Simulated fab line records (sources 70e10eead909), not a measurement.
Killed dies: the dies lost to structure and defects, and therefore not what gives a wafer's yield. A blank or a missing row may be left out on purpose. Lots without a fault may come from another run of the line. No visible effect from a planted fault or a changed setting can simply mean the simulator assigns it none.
Which tool was responsible? + flow nandHarc + 11 lots, 33 wafers sampled, at 5 steps of a route of 1159

== WHAT THE GAUGES SHOWED, per wafer ==
NHARC_END_SORT_01.
| lot  | measured     | on        | killedAtArray |
|------|--------------|-----------|---------------|
| L579 | day 20 00:34 | prober-01 | 14 8 24       |
| L599 | day 24 11:26 | prober-02 | 38 34 35      |

== WHAT TOOL EACH LOT RAN ON (gives the tool, then ch and the chambers of the sampled wafers, and finally the start) ==
| lot  | NHARC_A_STAIRCASE_TRIM_226                   | NHARC_A_STAIRCASE_TRIM_229        | NHARC_A_STAIRCASE_HM_DEP_456                                  | NHARC_A_STAIRCASE_ETCH_292        |
|------|----------------------------------------------|-----------------------------------|---------------------------------------------------------------|-----------------------------------|
| L578 | rieDiel-05 ch 0,1, day 11 01:09 or earlier   | rieDiel-05 ch 2,3, day 11 01:09   | aclDep-03 ch 0, day 11 05:16                                  | rieDiel-07 ch 1,2, day 11 08:16   |
| L579 | rieDiel-13 ch 2,3, day 12 01:28 or earlier   | rieDiel-07 ch 0,1, day 12 01:28   | aclDep-01 ch 0, day 12 06:03                                  | rieDiel-05 ch 0,1,2, day 12 08:52 |
| L583 | rieDiel-13 ch 2,3, day 12 10:19 or earlier   | rieDiel-13 ch 1,2,3, day 12 10:19 | aclDep-01 ch 0, day 12 14:31                                  | rieDiel-07 ch 1,2,3, day 12 17:31 |
| L588 | rieDiel-07 ch 0,2, day 13 10:50 or earlier   | rieDiel-05 ch 0,1,3, day 13 10:50 | aclDep-02 ch 0, day 13 16:26                                  | rieDiel-13 ch 0,3, day 13 22:23   |
| L585 | rieDiel-13 ch 0,1,3, day 13 12:19 or earlier | rieDiel-13 ch 0,1,2, day 13 12:19 | aclDep-03 ch 0, day 13 16:55                                  | rieDiel-05 ch 0,2,3, day 13 19:35 |
| L584 | rieDiel-13 ch 1,2, day 13 15:18 or earlier   | rieDiel-13 ch 1,2, day 13 15:18   | aclDep-03 ch 0, day 13 18:52                                  | rieDiel-07 ch 0,2,3, day 13 21:41 |
| L587 | rieDiel-07 ch 1,2,3, day 13 17:59 or earlier | rieDiel-07 ch 1,2, day 13 17:59   | aclDep-03 ch 0, day 13 22:34 and aclDep-01 ch 0, day 14 01:26 | rieDiel-13 ch 0,1,3, day 14 04:29 |
| L592 | rieDiel-05 ch 1,2, day 14 18:38 or earlier   | rieDiel-13 ch 0,1, day 14 18:38   | aclDep-01 ch 0, day 15 03:36                                  | rieDiel-07 ch 0,2,3, day 15 06:22 |
| L593 | rieDiel-13 ch 0,1,2, day 15 02:27 or earlier | rieDiel-07 ch 2,3, day 15 02:27   | aclDep-03 ch 0, day 15 06:19 and aclDep-01 ch 0, day 15 09:10 | rieDiel-13 ch 1,2,3, day 15 12:30 |
| L598 | rieDiel-13 ch 1,2,3, day 16 04:16 or earlier | rieDiel-13 ch 1,3, day 16 04:16   | aclDep-03 ch 0, day 16 08:47                                  | rieDiel-05 ch 1,3, day 16 11:33   |
| L599 | rieDiel-07 ch 0,3, day 16 05:05 or earlier   | rieDiel-07 ch 0,1, day 16 05:05   | aclDep-01 ch 0, day 16 11:31                                  | rieDiel-13 ch 0,2, day 16 14:30   |
- NHARC_A_STAIRCASE_TRIM_226: chemistry O2, time 211.2 s.
- NHARC_A_STAIRCASE_TRIM_229: chemistry O2, time 211.2 s.
- NHARC_A_STAIRCASE_HM_DEP_456: deposits aC, target thk 1500 nm.
- NHARC_A_STAIRCASE_ETCH_292: etches the open film in CF4/CHF3.

== THE ANSWER, worked out from the rows above alone ==
Rule: what is usual is taken from the lots themselves. Put in order of their means at a reading, lots are off if they are a third of the lots or fewer, leave a main group of 4 or more, and stand apart from it by a gap of 3 or more times the standard deviation of the main group's means; of several such gaps the widest counts. If all means in a main group match to the digits the tables above print for the reading, that group is not used. Also off: a lot with no number at a reading for which 4 or more lots have one. The other lots that the step has rows for count as sound.
No lot is off at any reading shown: from this, nothing can be told.

== WHAT THE SIMULATOR PUT IN ==
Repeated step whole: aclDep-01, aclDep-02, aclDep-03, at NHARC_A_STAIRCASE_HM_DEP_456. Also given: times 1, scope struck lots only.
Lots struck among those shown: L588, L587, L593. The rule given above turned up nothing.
